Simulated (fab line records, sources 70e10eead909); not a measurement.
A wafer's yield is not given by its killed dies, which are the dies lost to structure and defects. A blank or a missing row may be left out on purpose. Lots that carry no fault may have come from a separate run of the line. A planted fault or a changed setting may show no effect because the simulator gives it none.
Comparing a struck lot with a sound one | flow nandHarc | 16 steps out of a route of 1302
Sound: these wafers, L665.1, L665.3, L665.6. Struck: wafer L661.1 (L661.4, L661.5, from the same lot, were not struck and are left out); the cause is given at the end.
Per side, at each step with rows, come the tool, then ch with its chambers, and then its first start. Under that, the readings that differ: sound wafers | struck wafers | difference of the means | sigmas: that difference in standard deviations of wafers without a fault.
alike: words and numbers the same on both sides, and readings whose means are apart by under 2 such deviations; not compared: readings that were withheld, readings missing a value for some wafer, numbers with overlapping values and no deviation given by the record, and bounds like >300 which may hide the same value.
Wherever a step has rows on one side only, a row that says differs or no value, or a row with sigmas, the two part there. Numbers that have no deviation but don't overlap get no sigmas and don't part them. A reading that every wafer of one side lacks parts them only if that side has two wafers or more.

first, 8 steps without rows for these wafers: NHARC_A_SLIT_DEHYDRATE_01 (time 120 s); NHARC_A_SLIT_HMDS_02 (time 30 s); NHARC_A_SLIT_COAT_03 (resist thk 90 nm); NHARC_A_SLIT_SOFTBAKE_04 (time 55 s); NHARC_A_SLIT_EBR_05; NHARC_A_SLIT_EXPOSE_06 (exposes mask SLIT); NHARC_A_SLIT_PEB_07 (peb time 65 s); NHARC_A_SLIT_DEVELOP_08 (develop time 35 s).
NHARC_A_SLIT_CD_MEAS_09: the cd target is 300 nm.
  sound on cdSem-01 ch 0, day 26 02:54; struck on cdSem-01 ch 0, day 24 10:31
  alike: cdNm
NHARC_A_SLIT_OVL_MEAS_10:
  sound: overlay-02 at day 26 02:59; struck: overlay-01 at day 24 10:35
  alike: overlayXNm, overlayYNm
NHARC_A_SLIT_INSPECT_11:
  sound: defectInspect-02 at day 26 03:02; struck: defectInspect-02 at day 24 10:38
reading        | sound     | struck | difference | sigmas
rawDefectCount | 96 102 95 | 14     | -84        | -3
NHARC_A_SLIT_DESCUM_14: chemistry O2, time 3 s.
  sound on rieDiel-05 ch 0,1,3, day 26 03:06; struck on rieDiel-12 ch 3, day 24 10:42
reading                  | sound       | struck | difference | sigmas
drypumpMotorCurrentA (A) | 5.1 5.5 5.1 | 6.2    | +1.0       | +2
  alike: oesProductAu, rfVppV, showerheadPlenumPTorr, throttleValvePct
  not compared: rfHoursCounterH
NHARC_A_SLIT_ETCH_24: etches the open film in CF4/CHF3, target depth 121 nm, time 60.5 s.
  sound on rieDiel-05 ch 1,2,3, day 26 03:11; struck on rieDiel-12 ch 1, day 24 10:47
reading                      | sound                   | struck | difference | sigmas
oesProductAu (a.u.)          | 0.967 0.959 0.969       | 0.846  | -0.119     | -8
model.A_SLIT.cdOffsetNm (nm) | -0.1518 -0.5573 -0.2867 | -1.998 | -1.666     | 
  alike: drypumpMotorCurrentA, rfVppV, showerheadPlenumPTorr, throttleValvePct
  not compared: rfHoursCounterH
NHARC_A_SLIT_ETCH_15: etches the open film in O2/COS, target depth 6200 nm, time 1612 s.
  sound: rieDiel-05 ch 0,3; struck: rieDiel-12 ch 2
reading                      | sound                   | struck | difference | sigmas
model.A_SLIT.cdOffsetNm (nm) | -0.3672 -0.4084 -0.4367 | -1.959 | -1.555     | 
  alike: drypumpMotorCurrentA, oesProductAu, rfVppV, showerheadPlenumPTorr, throttleValvePct
  not compared: rfHoursCounterH
NHARC_A_SLIT_ETCH_17: etches the open film in C4F8/O2/Ar, time 4254.5 s, target depth 20300 nm.
  sound on harEtch-02 ch 0, day 26 04:56; struck on harEtch-02 ch 1, day 24 11:56
  alike: drypumpMotorCurrentA, showerheadPlenumPTorr, throttleValvePct
  not compared: rfHoursCounterH
-- break in the record here, with 4 days between the starts of the struck wafers on either side (left off in module A_SLIT, picked up again in module END, where the first step shown is number 1302 on the route) --
NHARC_END_SORT_01:
  the record has rows for the struck wafers here (prober-02 ch 0, day 28 19:38) and none for the sound ones

## WHERE THEY PART
Last at NHARC_END_SORT_01 as far as this record goes, first at NHARC_A_SLIT_INSPECT_11.

WHY: what the simulator had put in
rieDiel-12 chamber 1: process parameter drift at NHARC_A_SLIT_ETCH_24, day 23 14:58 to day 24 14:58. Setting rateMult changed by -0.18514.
